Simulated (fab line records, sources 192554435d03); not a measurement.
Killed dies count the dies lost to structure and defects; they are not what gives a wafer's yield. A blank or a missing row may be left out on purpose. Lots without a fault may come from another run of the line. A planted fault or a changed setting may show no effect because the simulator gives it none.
Chamber matching -- flow n5Finfet -- N5_BEOL_M4_STRIP_19 on rieDiel-05 has 4 sister chambers
The step strips in O2. 4 wafers are shown with their chamber, then 7 later ones without.

## WAFERS WITH THEIR CHAMBER
wafer,chamber,drypumpMotorCurrentA (A)
L086.5,0,5.1
L086.6,1,5.7
L091.1,2,5.8
L091.2,3,5.9

## WAFERS WITHOUT THEIR CHAMBER
wafer,drypumpMotorCurrentA (A)
L091.3,5.1
L094.1,5.0
L094.3,5.8
L094.4,5.9
L095.2,5.7
L095.4,5.9
L095.5,5.9

## THE CHAMBER EACH PASSED THROUGH
wafer,from the rows above,in truth
L091.3,0,0
L094.1,0,0
L094.3,2,2
L094.4,3,3
L095.2,1,1
L095.4,3,3
L095.5,3,3
Correct placement for 7 of the 7. Left unplaced by these rows: 0. Number placed wrongly: 0.
How it was worked out, from the rows above alone: a wafer's distance from a chamber is the root of the sum, over the readings, of the square of ((its reading less the chamber's mean) divided by the reading's scatter). The wafer belongs to the nearest chamber; if the next one is less than 2 further off, it can't be placed. The mean given for a chamber averages the wafers shown for that chamber. The scatter (one wafer shown for each chamber): square how far every hidden wafer sits from the nearest shown wafer, average those squares and take the square root.
